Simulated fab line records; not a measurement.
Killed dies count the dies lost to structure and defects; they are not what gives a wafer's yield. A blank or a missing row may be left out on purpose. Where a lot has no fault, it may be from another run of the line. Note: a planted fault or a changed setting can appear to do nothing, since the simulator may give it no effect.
Comparing a struck lot with a sound one    flow n5_finfet    42 steps out of a route of 1938
Sound: the wafers L288.1, L288.2, L288.6. Struck: wafer L286.3 (L286.1, L286.6, from the same lot, were not struck and are left out); the cause is given at the end.
For every step that has rows: the tool of each side, followed by ch and its chambers, followed by its first start. Under that, the readings that differ: sound wafers    struck wafers    difference of the means    sigmas: that difference in standard deviations of wafers without a fault.
alike: words and numbers the same on both sides, and readings whose means are apart by under 2 such deviations; not compared: readings that were withheld, readings missing a value for some wafer, numbers with overlapping values and no deviation given by the record, and bounds like >300 which may hide the same value.
A row with sigmas, a row that says differs or no value, or rows on one side alone: a step with any of these is where the two part. Numbers that have no deviation but don't overlap get no sigmas and don't part them. A reading missing from all wafers of one side parts the sides only when that side holds two or more wafers.

first, 2 steps without rows for these wafers: N5_BEOL_M11_PRECLEAN_42 (cleans in residue remover, time 60 s); N5_BEOL_M11_SRD_43 (time 30 s).
N5_BEOL_M11_CD_MEAS_35: the cd target is 70 nm.
  struck on cd_sem-01, day 16 11:01; sound on cd_sem-02, day 16 03:38
  alike: cd_nm
then, 2 steps without rows for these wafers: N5_BEOL_M11_CURE_72 (cures SiCOH lowk, time 120 s); N5_BEOL_M11_DEGAS_44 (time 60 s).
N5_BEOL_M11_PRE_CLEAN_45: time 30 s.
  struck on pvd_sputter-03, day 16 11:30; sound on pvd_sputter-01, day 16 04:13
  alike: heater_power_w
then, 1 step without rows for these wafers: N5_BEOL_M11_ALD_74 (deposits TaN, target thk 2 nm, pulse time 2 s, purge time 3 s).
N5_BEOL_M11_SURFACE_TREAT_76:
  struck on pvd_sputter-02, day 16 11:56; sound on pvd_sputter-01, day 16 04:39
  not compared: throttle_valve_pct
then, 1 step without rows for these wafers: N5_BEOL_M11_CVD_75 (deposits Co from CCTBA/H2, target thk 2 nm, time 138.9 s).
N5_BEOL_M11_SPUTTER_48: material Cu, target thk 12 nm, time 2 s.
  struck on pvd_sputter-03, day 16 12:19; sound on pvd_sputter-01, day 16 05:20
  alike: bias_v, throttle_valve_pct
then, 2 steps without rows for these wafers: N5_BEOL_M11_ECD_50 (material Cu, target thk 318 nm); N5_BEOL_M11_ANNEAL_51 (time 90 s).
N5_BEOL_M11_CMP_52: polishes, stops on SiCOH lowk, t overpolish 7 s, target thk 140 nm.
  sound on cmp-02 ch 2,3, day 16 05:53; struck on cmp-03 ch 1, day 16 13:01
  alike: barrier_field_endpoint_s, edge_zone_pressure_frac, motor_current_A, overpolish_run_s, time_to_endpoint_s
then, 2 steps without rows for these wafers: N5_BEOL_M11_PRE_CLEAN_55 (time 15 s); N5_BEOL_M11_DEP_56 (deposits SiCN from 3MS/NH3, target thk 30 nm, time 10.5 s).
N5_BEOL_M11_INSPECT_58: inspects for defects (darkfield).
  struck on defect_inspect-02, day 16 13:26; sound on defect_inspect-02, day 16 06:18
reading           sound     struck  difference  sigmas
raw_defect_count  97 71 55  315     +241        +9
N5_BEOL_M12_ILD_DEP_00: deposits SiOC from DEMS/O2, target thk 658.92 nm, time 130.7 s.
  sound on pecvd-01 ch 0,1,2, day 16 06:20; struck on pecvd-01 ch 2, day 16 13:28
  alike: heater_power_w, showerhead_plenum_p_Torr, throttle_valve_pct
N5_BEOL_M12_THK_MEAS_01:
  struck on film_metro-01, day 16 13:36; sound on film_metro-01, day 16 06:28
  alike: M12_ILD_THK
then, 8 steps without rows for these wafers: N5_BEOL_M12_COAT_58 (time 60 s, resist thk 89 nm); N5_BEOL_M12_COAT_04 (resist thk 400 nm); N5_BEOL_M12_EBR_06; N5_BEOL_M12_SOFTBAKE_05 (time 60 s); N5_BEOL_M12_EXPOSE_07 (exposes mask V11); N5_BEOL_M12_PEB_08 (peb time 90 s); N5_BEOL_M12_DEVELOP_09 (develop time 45 s); N5_BEOL_M12_HARDBAKE_14 (time 120 s).
N5_BEOL_M12_CD_MEAS_10: the cd target is 140 nm.
  sound on cd_sem-03 ch 0, day 16 06:54; struck on cd_sem-01 ch 0, day 16 16:07
  alike: cd_nm
N5_BEOL_M12_OVL_MEAS_11:
  sound on overlay-01 ch 0, day 16 06:56; struck on overlay-01 ch 0, day 16 16:08
  alike: V11_OVL
N5_BEOL_M12_INSPECT_12: inspects for defects (macro).
  struck on defect_inspect-02, day 16 16:10; sound on defect_inspect-02, day 16 06:57
reading           sound  struck  difference  sigmas
raw_defect_count  1 1 3  242     +240        +99 or more
then, 3 steps without rows for these wafers: N5_BEOL_M12_DESCUM_15 (chemistry O2, time 7.9 s); N5_BEOL_M12_ETCH_59 (etches BARC in N2/H2, target depth 89 nm, overetch 26.7 nm, time 67.9 s); N5_BEOL_M12_VIA_ETCH_16 (etches SiOC in C4F8/O2/Ar, target depth 724.8 nm).
N5_BEOL_M12_STRIP_63: strips in N2/H2.
  sound on plasma_asher-01 ch 0,1, day 16 07:18; struck on plasma_asher-01 ch 0, day 16 16:32
reading                sound              struck  difference  sigmas
oes_product_au (a.u.)  0.690 0.704 0.694  0.683   -0.013      -3
  alike: drypump_motor_current_A, heater_power_w, strip_time_to_endpoint_s
  not compared: rf_hours_counter_h
then, 3 steps without rows for these wafers: N5_BEOL_M12_STRIP_64 (strips in N2/H2); N5_BEOL_M12_STRIP_71 (strips in post etch residue remover, time 60 s); N5_BEOL_M12_SRD_72 (time 30 s, dry time 30 s).
N5_BEOL_M12_CD_MEAS_17: the cd target is 140 nm.
  struck on cd_sem-01, day 16 16:45; sound on cd_sem-01, day 16 07:30
  alike: cd_nm
then, 3 steps without rows for these wafers: N5_BEOL_M12_COAT_65 (time 60 s, resist thk 300 nm); N5_BEOL_M12_COAT_66 (time 60 s, resist thk 110 nm); N5_BEOL_M12_COAT_22 (resist thk 300 nm).
N5_BEOL_M12_INSPECT_30: inspects for defects (macro).
  struck on defect_inspect-01, day 16 17:08; sound on defect_inspect-01, day 16 07:53
reading           sound  struck  difference  sigmas
raw_defect_count  5 5 5  252     +247        +99 or more
N5_PASSIVATION_PROBE_49:
  struck on prober-02, day 18 11:35; sound on prober-01, day 17 21:14
reading                   sound           struck  difference  sigmas
defect_limited_yield (%)  90.6 93.1 90.0  73.6    -17.6       -13
killed_at_M4_up           11 12 9         219     +208        +40
killed_at_contacts        9 9 4           25      +18         +3
killed_dies               111 82 118      312     +208        +12
killed_on_rim             19 9 15         47      +33         +8
sort_bin_5_function (%)   5.4 3.9 6.3     15.3    +10.1       +10
sort_bin_6_memory (%)     3.9 2.7 3.4     9.7     +6.4        +10
sort_n_pass               1060 1098 1062  868     -205        -11
sort_yield_pct (%)        89.8 93.1 90.0  73.6    -17.4       -11
  alike: killed_at_M0_to_M3, killed_at_front_end, killed_at_other, killed_open, killed_short, sort_bin_4_leakage, sort_bin_8_speed

WHERE THEY PART
Last at N5_PASSIVATION_PROBE_49 as far as this record goes, first at N5_BEOL_M11_INSPECT_58.

WHY: the cause the simulator had injected
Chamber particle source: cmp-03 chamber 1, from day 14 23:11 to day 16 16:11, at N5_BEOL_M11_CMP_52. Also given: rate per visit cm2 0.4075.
